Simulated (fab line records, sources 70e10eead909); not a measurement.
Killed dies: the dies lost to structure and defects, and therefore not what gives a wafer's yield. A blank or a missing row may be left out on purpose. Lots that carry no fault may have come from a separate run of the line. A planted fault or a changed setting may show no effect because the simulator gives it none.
Comparing a struck lot with a sound one    flow nand-harc    14 out of 1302 route steps
Sound: the wafers L562.1, L562.2, L562.6. Struck: wafer L551.5 (left out: L551.4, a lot-mate that was not struck); the cause follows at the end.
For every step that has rows: the tool of each side, followed by ch and its chambers, followed by its first start. Under that, the readings that differ: sound wafers    struck wafers    difference of the means    sigmas: that difference in standard deviations of wafers without a fault.
alike: readings with means less than 2 such deviations apart, plus words and numbers identical on both sides. not compared: withheld readings, readings lacking a value on some wafer, bounds such as >300 that could conceal the same value, and numbers that have no deviation in the record and whose values overlap.
Wherever a step has rows on one side only, a row that says differs or no value, or a row with sigmas, the two part there. Numbers that don't overlap but have no deviation are shown without sigmas and don't part them. A reading that every wafer of one side lacks parts them only if that side has two wafers or more.

first, 6 steps without rows for these wafers: NHARC_A_CONTACT_COAT_36 (resist thk 90 nm); NHARC_A_CONTACT_SOFTBAKE_37 (time 55 s); NHARC_A_CONTACT_EBR_38; NHARC_A_CONTACT_EXPOSE_39 (exposes mask A CC 3); NHARC_A_CONTACT_PEB_40 (peb time 65 s); NHARC_A_CONTACT_DEVELOP_41 (develop time 35 s).
NHARC_A_CONTACT_CD_MEAS_42: the cd target is 300 nm.
  sound on cd-sem-01 ch 0, day 28 18:06; struck on cd-sem-02 ch 0, day 22 16:31
  alike: cd-nm
NHARC_A_CONTACT_OVL_MEAS_43:
  sound on overlay-01 at day 28 18:11; struck on overlay-01 at day 22 16:36
  alike: overlay-x-nm, overlay-y-nm
NHARC_A_CONTACT_INSPECT_44:
  sound on defect-inspect-02 at day 28 18:13; struck on defect-inspect-02 at day 22 16:38
  alike: raw-defect-count
NHARC_A_CONTACT_DESCUM_47: chemistry O2, time 3 s.
  sound on rie-diel-04 ch 0,1,2, day 28 18:19; struck on rie-diel-10 ch 2, day 22 16:42
reading                sound              struck  difference  sigmas
oes-product-au (a.u.)  1.017 1.004 1.004  0.993   -0.015      -2
  alike: drypump-motor-current-A, rf-vpp-V, showerhead-plenum-p-Torr, throttle-valve-pct
  not compared: rf-hours-counter-h
NHARC_A_CONTACT_ETCH_48: etches the open film in CF4, target depth 39 nm, time 65 s.
  sound on rie-diel-04 ch 2,3, day 28 18:26; struck on rie-diel-10 ch 1, day 22 16:47
  alike: drypump-motor-current-A, oes-product-au, rf-vpp-V, showerhead-plenum-p-Torr, throttle-valve-pct
  not compared: rf-hours-counter-h
NHARC_A_CONTACT_ETCH_49: etches the open film in N2/H2, target depth 260 nm, time 475.3 s.
  sound on rie-diel-04 ch 1,2; struck on rie-diel-10 ch 1
reading                sound              struck  difference  sigmas
oes-product-au (a.u.)  1.017 1.009 1.008  0.996   -0.015      -2
  alike: drypump-motor-current-A, rf-vpp-V, showerhead-plenum-p-Torr, throttle-valve-pct
  not compared: rf-hours-counter-h
NHARC_A_CONTACT_ETCH_50: etches the open film in CF4/CHF3, target depth 121 nm, time 60.5 s.
  sound on rie-diel-04 ch 2,3, day 28 18:56; struck on rie-diel-10 ch 0, day 22 17:13
reading                sound              struck  difference  sigmas
oes-product-au (a.u.)  0.911 0.923 0.919  0.865   -0.053      -3
  alike: drypump-motor-current-A, rf-vpp-V, showerhead-plenum-p-Torr, throttle-valve-pct
  not compared: rf-hours-counter-h
NHARC_A_CONTACT_ETCH_51: etches the open film in O2/COS, target depth 7000 nm, time 1820 s.
  sound on rie-diel-04 ch 1,2,3; struck on rie-diel-10 ch 2
  alike: drypump-motor-current-A, oes-product-au, rf-vpp-V, showerhead-plenum-p-Torr, throttle-valve-pct
  not compared: rf-hours-counter-h

## WHERE THEY PART
Last at NHARC_A_CONTACT_ETCH_50 as far as this record goes, first at NHARC_A_CONTACT_DESCUM_47. Later steps at which nothing parts them and some readings are alike: NHARC_A_CONTACT_ETCH_51.

WHY: what had been put in by the simulator
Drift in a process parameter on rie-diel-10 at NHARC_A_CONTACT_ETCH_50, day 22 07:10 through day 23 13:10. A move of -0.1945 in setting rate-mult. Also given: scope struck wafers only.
